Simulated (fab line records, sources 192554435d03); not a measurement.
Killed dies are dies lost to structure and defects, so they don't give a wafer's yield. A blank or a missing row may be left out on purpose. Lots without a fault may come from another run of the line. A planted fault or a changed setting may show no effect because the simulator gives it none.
Split-lot experiment | flow n5_finfet | 7 lots, 21 wafers read, on a route of 1938 steps

THE SPLIT
At N5_SDB_CUT_ETCH_26 (etches Si in HBr/Cl2/O2, target depth 129.6 nm, bt time 20 s, time 51.8 s), the setting icp_w was moved away from the recipe's 800 W on 9 of the 21 wafers read, by -15.0% to +17.5%. The other wafers ran this setting at the recipe's value.

The reading is taken at the split's own step.

THE READING
SDB.feature_depth_nm (the simulator's own value, which no gauge read), in nm, at N5_SDB_CUT_ETCH_26 (etches Si in HBr/Cl2/O2, target depth 129.6 nm, bt time 20 s, time 51.8 s). The file gives no usual value for it. The 12 wafers here that ran the recipe average 129.3 nm, standard deviation 1 nm.

wafer  | tool, chamber at the split | icp_w as run, W | against the recipe | SDB.feature_depth_nm, nm | against lot-mates on the recipe
L077.3 | rie_si-03, 1               | 800             | recipe             | 131.2                    | -
L077.4 | rie_si-03, 1               | 895.7           | +12.0%             | 136.8                    | +6.0
L077.5 | rie_si-03, 2               | 800             | recipe             | 130.4                    | -
L078.2 | rie_si-04, 0               | 700.3           | -12.5%             | 122.2                    | -6.6
L078.5 | rie_si-04, 0               | 700.3           | -12.5%             | 121                      | -7.8
L078.6 | rie_si-04, 3               | 800             | recipe             | 128.8                    | -
L082.1 | rie_si-03, 3               | 719.5           | -10.1%             | 121.6                    | -8.2
L082.2 | rie_si-03, 2               | 800             | recipe             | 129.8                    | -
L082.5 | rie_si-03, 0               | 719.5           | -10.1%             | 120.6                    | -9.2
L090.1 | rie_si-02, 3               | 800             | recipe             | 127.4                    | -
L090.3 | rie_si-02, 2               | 800             | recipe             | 129.6                    | -
L090.6 | rie_si-02, 0               | 680             | -15.0%             | 120.2                    | -8.3
L091.1 | rie_si-02, 1               | 940.2           | +17.5%             | 141.8                    | +13.0
L091.3 | rie_si-02, 0               | 940.2           | +17.5%             | 140.4                    | +11.6
L091.4 | rie_si-02, 3               | 800             | recipe             | 128.8                    | -
L095.1 | rie_si-03, 0               | 800             | recipe             | 128.8                    | -
L095.3 | rie_si-03, 3               | 800             | recipe             | 129.2                    | -
L095.5 | rie_si-03, 3               | 868.5           | +8.6%              | 133.6                    | +4.6
L097.1 | rie_si-02, 3               | 800             | recipe             | 128.2                    | -
L097.2 | rie_si-02, 0               | 800             | recipe             | 129.2                    | -
L097.4 | rie_si-02, 2               | 800             | recipe             | 130.4                    | -

THE FIT
A straight line over all 21 wafers: SDB.feature_depth_nm changes by +0.659 nm for each +1% of icp_w; r = +0.98; the points scatter about the line by 1.1 nm.
The same after taking each lot's own level away (the mean of its wafers on the recipe; 21 wafers): +0.651 nm for each +1%; r = +0.98; scatter 1.2 nm.
On that fit, the largest move of icp_w shifts the reading by 11 nm.
The lots' own levels span 128.50 to 130.80 nm, that is 2.3 times the standard deviation above.
So the lot-to-lot level changes the slope little: the two slopes agree.
Check: with one of the wafers moved furthest among these (+17.5%) left out of the fit, the line predicts +10.8 nm for it against its lot-mates. It came out at +13 nm against them.

OTHER SPLITS ON THESE WAFERS
These wafers also went through other splits before the reading. Each is held against what the fit with the lots' levels taken away leaves over:
other split on the same wafers       | wafers away from the commonest value | r with SDB.feature_depth_nm (lot level and that fit taken away)
N5_ZERO_LAYER_ETCH_18 icp_w          | 9                                    | -0.02
N5_FIN_SAQP_ETCH_52 source_w         | 8                                    | -0.15
N5_STI_FIN_REVEAL_ETCHBACK_08 time_s | 5                                    | -0.45
N5_DUMMY_GATE_PECVD_30 time_s        | 5                                    | -0.02
N5_DUMMY_GATE_COAT_28 spin_rpm       | 6                                    | -0.56
N5_SD_EPI_N_EPI_21 temp_c            | 9                                    | -0.12
N5_SD_EPI_P_COAT_34 temp_c           | 6                                    | +0.11
N5_SDB_ETCH_18 time_s                | 7                                    | +0.00

THE WHOLE CHAIN: every reading that the file lists as answering this split, in the file's order
step               | what it does                                                              | reading                                                               | change (the file's fit)               | r (the file's)
N5_SDB_CUT_ETCH_26 | etches Si in HBr/Cl2/O2, target depth 129.6 nm, bt time 20 s, time 51.8 s | etch.depth_nm (the simulator's own value, which no gauge read)        | +0.627 nm for each +1% of the setting | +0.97
N5_SDB_CUT_ETCH_26 | etches Si in HBr/Cl2/O2, target depth 129.6 nm, bt time 20 s, time 51.8 s | SDB.feature_depth_nm (the simulator's own value, which no gauge read) | +0.625 nm for each +1% of the setting | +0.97

THE FILE'S OWN FIT
SDB.feature_depth_nm changes by +0.625 nm for each +1% of icp_w, r = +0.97.
